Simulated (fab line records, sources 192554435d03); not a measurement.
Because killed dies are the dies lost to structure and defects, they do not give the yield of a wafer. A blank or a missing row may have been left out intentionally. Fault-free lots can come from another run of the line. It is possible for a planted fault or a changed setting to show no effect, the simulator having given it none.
fab line records | flow n5_finfet
record: lots: 11 wafers: 32 last_day: 17
route steps=1938 shown BEOL_M7@1279
lots untouched by any fault: they come from a run of this same line in which no faults occurred
start_h: hours from the record's first day to the start of the lot's first wafer shown | wait_h: hours elapsed since this lot's preceding step | " as in the row above | L1.1+2: a single row standing in for several wafers | - either no value or no given start | * or withheld: withheld | < > ~ a bound
route shown NAME@n: a module of which the file shows steps, and the number in the route of the first | usual: average and standard deviation across the fault-free wafers | same: alike in all rows | chamber/n: place in a boat | sites: the reading at each site | _std_site: how widely they spread, as a standard deviation | _edge_site: the outer-site mean with the inner-site mean subtracted | radius_mm: for every site, how far away it sits from the centre of the wafer | mask NAME#n: copy n | behind: the last tool/chamber to shape the wafer | hold: why the lot was held/for how many hours/how that ended | device: the n, p or np transistor that did not switch | end of line: tests run on the same wafers once the route is complete | where a step has no rows: the recipe by itself | killed: the dies lost at the first sort to structure and to defects; this is not the yield of the wafer | map: a wafer's dies, marking killed ones x, the rest . and places with no die _
set.NAME: the setting that was run; set.NAME@STEP: the one run at that earlier step | model.NAME: the simulator's own value behind a step, which no gauge read
route steps across a sampled set of lots; one table per step, one row per wafer
services: when a tool's chamber went out of use (start_h, in hours from the record's first day, below 0 if earlier), for how many hours, and the reason
== steps ==
step: N5_BEOL_M7_DESCUM_16
recipe: chemistry: O2 time_s: 7.9 source_power_w: 50 bias_power_w: 20 pressure_mtorr: 20 rf_frequency_hz: 2.712e+07 temp_c: 40 resist: CAR-ArF o2_flow_sccm: 225
usual: drypump_motor_current_A: 5.7/0.63 oes_product_au: 0.82/0.09 rf_vpp_V: 243.0/1.1 showerhead_plenum_p_Torr: 2.08/0.063 throttle_valve_pct: 20.3/0.32
columns lot.wafer tool chamber start_h wait_h drypump_motor_current_A oes_product_au rf_hours_counter_h rf_vpp_V showerhead_plenum_p_Torr throttle_valve_pct
L252.2 rie_diel-01 1 201.83 0.0 5.2 0.70 215 242.2 2.06 20.7
L252.3 " 2 " " 6.1 0.94 22 243.3 2.03 19.8
L252.4 " 0 " " 4.7 0.88 51 243.7 2.11 20.2
L253.1 rie_diel-01 0 208.38 0.0 4.8 0.88 53 243.9 2.11 20.2
L253.2 " 3 " " 6.3 0.87 64 243.9 2.04 20.3
L253.4 " 1 " " 5.2 0.71 218 242.8 2.06 20.8
L255.1 rie_diel-01 2 215.82 0.0 6.1 0.92 27 241.6 2.02 19.8
L255.3 " 0 " " 4.7 0.87 55 243.2 2.11 20.2
L255.6 " 0 " " 4.7 0.87 - 244.2 2.11 20.2
L256.3 rie_diel-01 1 222.47 0.0 5.2 0.70 222 242.0 2.06 20.8
L256.4 " 3 " " 6.4 0.86 69 242.2 2.04 20.3
L256.5 " 1 " " 5.2 0.70 - 241.3 2.06 20.8
L257.2 rie_diel-03 0 229.62 0.2 5.0 0.84 81 243.3 2.12 20.0
L257.3 " 2 " " 5.5 0.67 238 241.8 1.99 20.8
L257.5 " 3 " " 6.3 0.71 - 244.4 2.17 20.5
L258.3 rie_diel-01 2 240.56 0.3 6.1 0.92 36 242.4 2.02 19.9
L258.4 " 3 " " 6.4 0.85 - 242.7 2.03 20.3
L258.5 " 2 " " 6.1 0.92 - 241.5 2.02 19.8
L262.1 rie_diel-03 0 256.79 0.3 5.0 0.83 90 242.4 2.11 20.0
L262.3 " 2 " " 5.5 0.67 247 241.7 1.99 20.8
L262.5 " 0 " " 5.0 0.84 - 243.5 2.11 20.0
L266.2 rie_diel-03 3 287.76 0.0 6.2 0.70 237 245.2 2.16 20.5
L266.3 " 2 " " 5.5 0.98 2 245.0 2.26 20.3
L266.5 " 2 " " 5.5 0.97 - 243.8 2.26 20.3
L268.1 rie_diel-01 2 306.88 0.4 6.1 0.88 53 242.9 2.02 19.9
L268.3 " 0 " " 4.7 0.83 81 244.1 2.10 20.2
L270.1 rie_diel-01 3 310.50 0.0 6.4 0.84 95 241.2 2.03 20.3
L270.5 " 2 " " 6.1 0.89 - 240.2 2.01 19.9
L270.6 " 1 " " 5.2 0.68 - 241.9 2.05 20.8
L271.2 rie_diel-04 3 317.78 0.4 6.6 0.69 231 242.3 1.99 20.9
L271.3 " 2 " " 5.7 0.83 62 244.5 2.14 20.7
L271.4 " 1 " " 6.5 0.77 142 243.7 2.09 20.5
step: N5_BEOL_M7_CD_MEAS_28
recipe: target_cd_nm: 40 landing_energy_ev: 500 detector: se_inlens
usual: cd_nm: 39.97/0.27
columns lot.wafer tool chamber start_h wait_h cd_nm
L252.2 cd_sem-03 0 203.30 - 40.29
L252.3 " 0 " " 40.18
L252.4 " 0 " " 40.21
L253.1 cd_sem-02 0 210.51 - 40.13
L253.2 " 0 " " 39.89
L253.4 " 0 " " 39.25
L255.1 cd_sem-02 0 217.72 - 39.92
L255.3 " 0 " " 40.40
L255.6 " 0 " " 40.31
L256.3 cd_sem-01 0 225.05 - 40.23
L256.4 " 0 " " 40.47
L256.5 " 0 " " 40.21
L257.2 cd_sem-02 0 230.96 - 40.24
L257.3 " 0 " " 40.26
L257.5 " 0 " " 40.72
L258.3 cd_sem-02 0 241.59 - 39.77
L258.4 " 0 " " 39.45
L258.5 " 0 " " 39.96
L262.1 cd_sem-02 0 258.31 - 39.77
L262.3 " 0 " " 39.98
L262.5 " 0 " " 39.90
L266.2 cd_sem-03 0 290.16 - 39.72
L266.3 " 0 " " 39.38
L266.5 " 0 " " 40.13
L268.1 cd_sem-01 0 309.07 - 39.93
L268.3 " 0 " " 40.10
L270.1 cd_sem-01 0 311.37 - 40.09
L270.5 " 0 " " 40.03
L270.6 " 0 " " 39.81
L271.2 cd_sem-01 0 322.30 - 39.65
L271.3 " 0 " " 39.86
L271.4 " 0 " " 40.06
step: N5_BEOL_M7_VIA_ETCH_34
recipe: chemistry: C4F6/O2 target: SiCOH_lowk target_depth_a: 1255 mask_material: SOC taper_deg: 4 time_s: 50.5 ion_energy_ev: 250 pressure_mtorr: 30 source_w: 345 bias_w: 185 Ar_flow_sccm: 300 C4F6_flow_sccm: 10 O2_flow_sccm: 10
usual: drypump_motor_current_A: 5.7/0.58 oes_product_au: 0.80/0.085 rf_fwd_power_W: 341.9/1.5 rf_vpp_V: 673/13 showerhead_plenum_p_Torr: 2.85/0.088 throttle_valve_pct: 20.83/0.28
columns lot.wafer tool chamber start_h wait_h drypump_motor_current_A oes_product_au rf_fwd_power_W rf_hours_counter_h rf_vpp_V showerhead_plenum_p_Torr throttle_valve_pct
L252.2 rie_diel-04 3 204.06 0.0 6.6 0.73 341.4 195 679 2.71 21.19
L252.3 " 2 " " 5.7 0.87 342.6 28 701 2.94 21.15
L252.4 " 3 " " 6.6 0.73 340.1 - 677 2.71 21.20
L253.1 rie_diel-03 0 210.81 0.0 5.1 0.85 341.2 76 671 2.87 20.42
L253.2 " 1 " " 5.3 0.75 338.6 179 677 2.86 20.85
L253.4 " 2 " " 5.5 0.67 339.9 233 680 2.72 21.21
L255.1 rie_diel-03 2 218.03 0.0 5.5 0.68 341.3 235 682 2.71 21.20
L255.3 " 0 " " 5.0 0.84 342.5 77 671 2.87 20.40
L255.6 " 0 " " 5.1 0.84 341.9 - 672 2.87 20.41
L256.3 rie_diel-03 0 225.68 0.0 5.0 0.88 424.7 80 601 2.87 20.43
L256.4 " 1 " " 5.3 0.80 422.7 183 607 2.86 20.88
L256.5 " 1 " " 5.3 0.80 421.2 - 608 2.86 20.89
L257.2 rie_diel-03 0 231.38 0.0 5.0 0.88 424.8 82 602 2.87 20.43
L257.3 " 2 " " 5.5 0.71 424.9 239 610 2.71 21.24
L257.5 " 0 " " 5.0 0.88 424.0 - 603 2.87 20.42
L258.3 rie_diel-03 1 241.89 0.0 5.3 0.79 421.4 188 608 2.85 20.90
L258.4 " 2 " " 5.5 0.71 422.9 242 611 2.71 21.23
L258.5 " 1 " " 5.3 0.79 422.9 - 607 2.85 20.88
L262.1 rie_diel-01 2 258.62 0.0 6.1 0.92 343.4 41 662 2.76 20.36
L262.3 " 0 " " 4.7 0.86 341.9 69 655 2.88 20.72
L262.5 " 1 " " 5.2 0.69 343.0 - 647 2.78 21.11
L266.2 rie_diel-01 1 290.46 0.0 5.2 0.67 341.7 241 648 2.78 21.13
L266.3 " 2 " " 6.1 0.89 342.7 50 661 2.75 20.38
L266.5 " 2 " " 6.1 0.90 343.1 - 661 2.75 20.38
L268.1 rie_diel-01 1 309.68 0.0 5.2 0.68 342.6 246 648 2.77 21.13
L268.3 " 2 " " 6.1 0.89 342.3 54 663 2.75 20.41
L270.1 rie_diel-03 3 311.91 0.0 6.2 0.69 340.8 248 684 2.94 21.02
L270.5 " 0 " " 5.0 0.79 341.8 - 670 2.85 20.46
L270.6 " 2 " " 5.5 0.92 340.0 - 693 3.04 20.79
L271.2 rie_diel-03 2 322.60 0.0 5.5 0.92 340.7 16 693 3.04 20.79
L271.3 " 1 " " 5.3 0.74 340.5 199 675 2.85 20.91
L271.4 " 2 " " 5.5 0.92 338.9 - 693 3.04 20.78
step: N5_BEOL_M7_TRENCH_ETCH_37
recipe: chemistry: C4F6/O2 target_depth_a: 934.78 target: SiCOH_lowk time_s: 31.2 ion_energy_ev: 250 pressure_mtorr: 30 source_w: 345 bias_w: 185 Ar_flow_sccm: 300 C4F6_flow_sccm: 10 O2_flow_sccm: 10
usual: drypump_motor_current_A: 5.7/0.58 oes_product_au: 0.80/0.084 rf_fwd_power_W: 340.8/1.7 rf_vpp_V: 673/13 showerhead_plenum_p_Torr: 2.85/0.088 throttle_valve_pct: 20.86/0.28
columns lot.wafer tool chamber start_h wait_h drypump_motor_current_A oes_product_au rf_fwd_power_W rf_hours_counter_h rf_vpp_V showerhead_plenum_p_Torr throttle_valve_pct
L252.2 rie_diel-04 3 - - 6.6 0.71 342.4 195 678 2.71 21.24
L252.3 " 2 " " 5.7 0.87 341.7 28 700 2.94 21.19
L252.4 " 3 " " 6.6 0.71 341.3 - 679 2.71 21.23
L253.1 rie_diel-03 0 - - 5.0 0.84 342.2 76 671 2.87 20.43
L253.2 " 1 " " 5.3 0.74 338.7 179 679 2.86 20.89
L253.4 " 2 " " 5.6 0.68 339.4 233 682 2.72 21.23
L255.1 rie_diel-03 2 - - 5.5 0.67 340.3 235 681 2.71 21.23
L255.3 " 0 " " 5.0 0.85 343.0 77 671 2.87 20.44
L255.6 " 0 " " 5.0 0.83 340.8 - 671 2.87 20.44
L256.3 rie_diel-03 0 - - 5.0 0.83 343.0 80 672 2.87 20.43
L256.4 " 1 " " 5.3 0.75 336.7 183 677 2.86 20.92
L256.5 " 1 " " 5.3 0.74 337.8 - 676 2.86 20.91
L257.2 rie_diel-03 0 - - 5.0 0.84 343.3 82 672 2.87 20.45
L257.3 " 2 " " 5.5 0.67 339.4 239 681 2.71 21.24
L257.5 " 0 " " 5.0 0.84 342.2 - 672 2.87 20.46
L258.3 rie_diel-03 1 - - 5.3 0.74 338.1 188 677 2.85 20.91
L258.4 " 2 " " 5.5 0.67 340.8 242 681 2.71 21.24
L258.5 " 1 " " 5.3 0.74 336.6 - 678 2.85 20.92
L262.1 rie_diel-01 2 - - 6.1 0.91 342.1 41 662 2.76 20.39
L262.3 " 0 " " 4.8 0.85 339.6 69 655 2.88 20.77
L262.5 " 1 " " 5.2 0.68 342.3 - 648 2.78 21.14
L266.2 rie_diel-01 1 - - 5.2 0.68 341.1 241 648 2.78 21.16
L266.3 " 2 " " 6.1 0.89 341.6 50 660 2.75 20.41
L266.5 " 2 " " 6.1 0.89 340.2 - 660 2.75 20.41
L268.1 rie_diel-01 1 - - 5.2 0.68 340.8 246 649 2.77 21.16
L268.3 " 2 " " 6.1 0.89 341.7 54 662 2.75 20.42
L270.1 rie_diel-03 3 - - 6.3 0.68 341.9 248 685 2.94 21.06
L270.5 " 0 " " 5.1 0.80 341.7 - 673 2.85 20.48
L270.6 " 2 " " 5.5 0.93 339.6 - 692 3.04 20.81
L271.2 rie_diel-03 2 - - 5.5 0.91 340.0 16 693 3.04 20.82
L271.3 " 1 " " 5.3 0.74 337.2 199 678 2.85 20.92
L271.4 " 2 " " 5.5 0.92 339.7 - 693 3.04 20.82
== services ==
columns tool chamber start_h hours kind
rie_diel-04 0 197.34 - clean
rie_diel-04 0 197.34 - consumable_replace:focus_ring
rie_diel-04 0 197.34 18.8 scheduled_down
rie_diel-04 0 197.34 18.8 vent_cycle
rie_diel-04 1 221.30 13.8 repair
rie_diel-01 1 240.27 4.0 repair
rie_diel-03 2 265.86 - clean
rie_diel-03 2 265.86 - consumable_replace:focus_ring
rie_diel-03 2 265.86 - consumable_replace:showerhead
rie_diel-03 2 265.86 14.9 scheduled_down
rie_diel-03 2 265.86 14.9 vent_cycle
rie_diel-04 2 273.35 7.5 repair
rie_diel-03 3 316.84 - clean
rie_diel-03 3 316.84 - consumable_replace:focus_ring
rie_diel-03 3 316.84 13.1 scheduled_down
rie_diel-03 3 316.84 13.1 vent_cycle
== key ==
first_sign: step: N5_BEOL_M7_VIA_ETCH_34 reading: rf_fwd_power_W direction: up sigmas: 54 usual: * struck: *
effect: step: N5_BEOL_M7_VIA_ETCH_34 reading: rf_vpp_V direction: down sigmas: 5.1 usual: 673 struck: 606
met_at N5_BEOL_M7_VIA_ETCH_34
struck_lots L256,L257,L258
not_acting_at N5_BEOL_M7_DESCUM_16,N5_BEOL_M7_CD_MEAS_28,N5_BEOL_M7_TRENCH_ETCH_37
onset_between 218.03 225.68
fault: kind: process_parameter_drift tool: rie_diel-03 chamber: - onset_h: 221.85 steps: N5_BEOL_M7_VIA_ETCH_34 channel: source_w offset: 82.8 shape: step end_h: 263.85 acts_in: these_recipes_only stated: 345
